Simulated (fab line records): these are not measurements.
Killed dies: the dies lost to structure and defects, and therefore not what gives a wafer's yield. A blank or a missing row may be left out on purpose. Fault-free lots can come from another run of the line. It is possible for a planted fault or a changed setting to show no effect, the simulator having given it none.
3 desks looking at one fault / flow nandHarc / only its own numbers are on each desk; what lay behind them is given at the end

== METROLOGY DESK ==
Means of the sampled wafers that have a number, per lot and without regard to the tool the lot ran on: this is what the gauges read. Any lot whose mean is over 4 standard deviations away from the usual mean is out of limits and marked OUT; that distance is given in the brackets.
Columns: A = cdNm at NHARC_A_BONDPAD_CD_MEAS_13, usual 499.2 nm
lot=L204; first seen here=day 24 01:33; A=499.4
lot=L205; first seen here=day 24 15:07; A=501.7
lot=L206; first seen here=day 25 20:01; A=497.2
lot=L209; first seen here=day 25 21:46; A=501.6
lot=L208; first seen here=day 26 06:44; A=499.4
lot=L212; first seen here=day 27 09:20; A=501.2
lot=L219; first seen here=day 30 16:06; A=497.7
lot=L218; first seen here=day 30 18:14; A=499.6
lot=L220; first seen here=day 30 23:22; A=497.6
lot=L221; first seen here=day 31 12:29; A=501.0
lot=L222; first seen here=day 31 17:44; A=496.1
lot=L223; first seen here=day 32 13:50; A=498.5
lot=L224; first seen here=day 33 01:46; A=499.3
This desk's verdict: no lot among the 13 shows anything out of limits.

== THE DEFECT DESK ==
Counts from the inspections along the route, per lot, as means over the sampled wafers that have a number. Any lot whose mean is over 4 standard deviations away from the usual mean is out of limits and marked OUT; that distance is given in the brackets.
Columns: A = rawDefectCount at NHARC_A_M1_INSPECT_27, usual 601
lot=L204; first seen here=day 23 23:05; A=688
lot=L205; first seen here=day 24 12:44; A=395
lot=L206; first seen here=day 25 17:22; A=443
lot=L209; first seen here=day 25 19:05; A=729
lot=L208; first seen here=day 26 04:17; A=692
lot=L212; first seen here=day 27 06:52; A=589
lot=L219; first seen here=day 30 13:47; A=620
lot=L218; first seen here=day 30 15:45; A=647
lot=L220; first seen here=day 30 20:50; A=999
lot=L221; first seen here=day 31 10:00; A=566
lot=L222; first seen here=day 31 15:15; A=540
lot=L223; first seen here=day 32 11:29; A=525
lot=L224; first seen here=day 32 23:05; A=475
This desk's verdict: no lot among the 13 shows anything out of limits.

== FOR THE TOOL OWNER'S DESK: lithoTrack-03 ==
The tool's own readings at NHARC_A_BONDPAD_SOFTBAKE_04 (time 70 s): means of the sampled wafers that have a number, for each lot that ran on this tool. Any lot whose mean is over 4 standard deviations away from the usual mean is out of limits and marked OUT; that distance is given in the brackets.
Columns: A = heaterPowerTotalW at NHARC_A_BONDPAD_SOFTBAKE_04, usual 200.9 W
lot=L204; first seen here=day 24 00:00; A=200.3
lot=L205; first seen here=day 24 14:00; A=201.2
lot=L209; first seen here=day 25 20:00; A=200.0
lot=L208; first seen here=day 26 05:00; A=201.0
lot=L212; first seen here=day 27 08:00; A=205.9 (+4.2) OUT
lot=L219; first seen here=day 30 15:00; A=199.8
lot=L220; first seen here=day 30 22:00; A=199.8
Finding of this desk: L212 out of limits; the first was L212 at day 27 08:00, on heaterPowerTotalW at NHARC_A_BONDPAD_SOFTBAKE_04. In limits: L204, L205, L209, L208, L219, L220.

== BROUGHT TOGETHER ==
The tool owner's desk had the chance to raise an alarm at day 27 08:00 on L212.
The metrology desk saw nothing out of limits.
Nothing the defect desk looked at was out of limits.
The metrology desk holds a record of L212, inside its limits.
The defect desk has L212 on record, within its limits.
Of the lots named, all ran NHARC_A_BONDPAD_SOFTBAKE_04 on lithoTrack-03.

== WHAT THE SIMULATOR HAD INSERTED ==
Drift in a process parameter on lithoTrack-03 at NHARC_A_BONDPAD_SOFTBAKE_04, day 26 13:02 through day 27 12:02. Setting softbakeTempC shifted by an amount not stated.
Struck lots among those shown: L212.
Delay in hours, fault start to first out-of-limits reading, by desk: the tool owner's desk at 19.
